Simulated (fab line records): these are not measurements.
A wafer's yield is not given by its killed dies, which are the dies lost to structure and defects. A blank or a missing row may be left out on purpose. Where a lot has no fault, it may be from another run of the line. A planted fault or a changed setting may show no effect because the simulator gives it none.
Matching of chambers / flow n5_finfet / N5_BEOL_M14_DESCUM_15 on rie_diel-05: 4 sister chambers
The step chemistry O2, time 7.9 s. 14 wafers are shown with their chamber, then 7 later ones without.

== WAFERS PAIRED WITH THEIR CHAMBERS ==
wafer=L074.3; chamber=2; showerhead_plenum_p_Torr (Torr)=2.07; throttle_valve_pct (%)=20.33; rf_vpp_V (V)=243.2
wafer=L074.4; chamber=3; showerhead_plenum_p_Torr (Torr)=2.16; throttle_valve_pct (%)=20.37; rf_vpp_V (V)=243.7
wafer=L074.5; chamber=0; showerhead_plenum_p_Torr (Torr)=2.09; throttle_valve_pct (%)=20.49; rf_vpp_V (V)=243.5
wafer=L076.1; chamber=2; showerhead_plenum_p_Torr (Torr)=2.07; throttle_valve_pct (%)=20.36; rf_vpp_V (V)=242.3
wafer=L076.4; chamber=1; showerhead_plenum_p_Torr (Torr)=2.03; throttle_valve_pct (%)=20.20; rf_vpp_V (V)=242.0
wafer=L076.6; chamber=3; showerhead_plenum_p_Torr (Torr)=2.15; throttle_valve_pct (%)=20.38; rf_vpp_V (V)=245.4
wafer=L078.1; chamber=1; showerhead_plenum_p_Torr (Torr)=2.03; throttle_valve_pct (%)=20.23; rf_vpp_V (V)=242.2
wafer=L078.3; chamber=3; showerhead_plenum_p_Torr (Torr)=2.15; throttle_valve_pct (%)=20.39; rf_vpp_V (V)=245.1
wafer=L078.4; chamber=0; showerhead_plenum_p_Torr (Torr)=2.08; throttle_valve_pct (%)=20.53; rf_vpp_V (V)=242.1
wafer=L082.3; chamber=1; showerhead_plenum_p_Torr (Torr)=2.02; throttle_valve_pct (%)=20.25; rf_vpp_V (V)=241.7
wafer=L082.5; chamber=0; showerhead_plenum_p_Torr (Torr)=2.08; throttle_valve_pct (%)=20.54; rf_vpp_V (V)=244.7
wafer=L082.6; chamber=1; showerhead_plenum_p_Torr (Torr)=2.03; throttle_valve_pct (%)=20.23; rf_vpp_V (V)=241.7
wafer=L085.3; chamber=2; showerhead_plenum_p_Torr (Torr)=2.06; throttle_valve_pct (%)=19.96; rf_vpp_V (V)=242.4
wafer=L085.4; chamber=3; showerhead_plenum_p_Torr (Torr)=2.14; throttle_valve_pct (%)=20.42; rf_vpp_V (V)=244.1

SIGNATURES (means of the wafers above)
reading=showerhead_plenum_p_Torr; chamber 0=2.0833; chamber 1=2.0275; chamber 2=2.0667; chamber 3=2.1500; scatter within a chamber=0.00639
reading=throttle_valve_pct; chamber 0=20.5200; chamber 1=20.2275; chamber 2=20.2167; chamber 3=20.3900; scatter within a chamber=0.102
reading=rf_vpp_V; chamber 0=243.433; chamber 1=241.900; chamber 2=242.633; chamber 3=244.575; scatter within a chamber=0.775
Rule: distance of a wafer from a chamber = root of the sum over the readings of ((wafer's reading minus chamber's mean) / reading's scatter) squared. The wafer belongs to the nearest chamber; if the next one is less than 2 further off, it can't be placed. The scatter: the root of (the sum of the squares of (reading less its chamber's mean) over the shown wafers, divided by (wafers less chambers)).

== WAFERS WITHOUT THEIR CHAMBER ==
wafer=L085.6; showerhead_plenum_p_Torr (Torr)=2.14; throttle_valve_pct (%)=20.42; rf_vpp_V (V)=245.0
wafer=L093.3; showerhead_plenum_p_Torr (Torr)=2.07; throttle_valve_pct (%)=20.57; rf_vpp_V (V)=243.6
wafer=L093.5; showerhead_plenum_p_Torr (Torr)=2.02; throttle_valve_pct (%)=20.27; rf_vpp_V (V)=242.9
wafer=L093.6; showerhead_plenum_p_Torr (Torr)=2.06; throttle_valve_pct (%)=19.99; rf_vpp_V (V)=243.6
wafer=L097.1; showerhead_plenum_p_Torr (Torr)=2.02; throttle_valve_pct (%)=20.28; rf_vpp_V (V)=242.5
wafer=L097.2; showerhead_plenum_p_Torr (Torr)=2.14; throttle_valve_pct (%)=20.09; rf_vpp_V (V)=243.0
wafer=L097.6; showerhead_plenum_p_Torr (Torr)=2.14; throttle_valve_pct (%)=20.10; rf_vpp_V (V)=244.2

== WHICH CHAMBER EACH ONE RAN IN ==
wafer=L085.6; from the rows above=3; in truth=3
wafer=L093.3; from the rows above=can't be placed: 0 or 2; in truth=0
wafer=L093.5; from the rows above=1; in truth=1
wafer=L093.6; from the rows above=2; in truth=2
wafer=L097.1; from the rows above=1; in truth=1
wafer=L097.2; from the rows above=3; in truth=3
wafer=L097.6; from the rows above=3; in truth=3
Correct placement for 6 of the 7. Unplaceable from these rows: 1, with the true chamber sitting among the candidates in 1. Number placed wrongly: 0.
